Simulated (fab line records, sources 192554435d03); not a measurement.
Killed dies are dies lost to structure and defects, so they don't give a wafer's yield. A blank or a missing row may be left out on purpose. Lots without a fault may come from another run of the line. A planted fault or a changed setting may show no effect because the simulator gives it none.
Chamber matching | flow n5_finfet | N5_BEOL_M9_ILD_DEP_00 on pecvd-02: 3 sister chambers
The step deposits SiCOH lowk from DEMS/porogen, target thk 308.51 nm, time 58 s. 6 wafers are shown with their chamber, then 10 later ones without.

WAFERS WITH THEIR CHAMBER
wafer  | chamber | throttle_valve_pct (%) | heater_power_w (W)
L083.3 | 1       | 15.6                   | 320
L083.5 | 1       | 15.7                   | 320
L087.5 | 2       | 12.6                   | 372
L087.6 | 0       | 14.0                   | 269
L089.1 | 0       | 13.8                   | 225
L089.2 | 2       | 12.8                   | 310

WAFERS WITHOUT THEIR CHAMBER
wafer  | throttle_valve_pct (%) | heater_power_w (W)
L089.3 | 15.5                   | 286
L089.4 | 12.6                   | 324
L089.5 | 13.9                   | 240
L089.6 | 15.6                   | 295
L095.2 | 13.8                   | 219
L095.5 | 12.7                   | 367
L095.6 | 13.9                   | 233
L096.1 | 12.8                   | 368
L096.2 | 13.9                   | 236
L096.3 | 15.6                   | 297

WHICH CHAMBER EACH WENT THROUGH
wafer  | from the rows above | in truth
L089.3 | 1                   | 1
L089.4 | 2                   | 2
L089.5 | 0                   | 0
L089.6 | 1                   | 1
L095.2 | 0                   | 0
L095.5 | 2                   | 2
L095.6 | 0                   | 0
L096.1 | 2                   | 2
L096.2 | 0                   | 0
L096.3 | 1                   | 1
Placed correctly: 10 of 10. Can't be placed from these rows: 0. Placed wrongly: 0.
How it was worked out, from the rows above alone: a wafer's distance from a chamber is the root of the sum, over the readings, of the square of ((its reading less the chamber's mean) divided by the reading's scatter). The wafer belongs to the nearest chamber; if the next one is less than 2 further off, it can't be placed. A chamber's mean is the mean of its shown wafers. The scatter: the root of (the sum of the squares of (reading less its chamber's mean) over the shown wafers, divided by (wafers less chambers)).
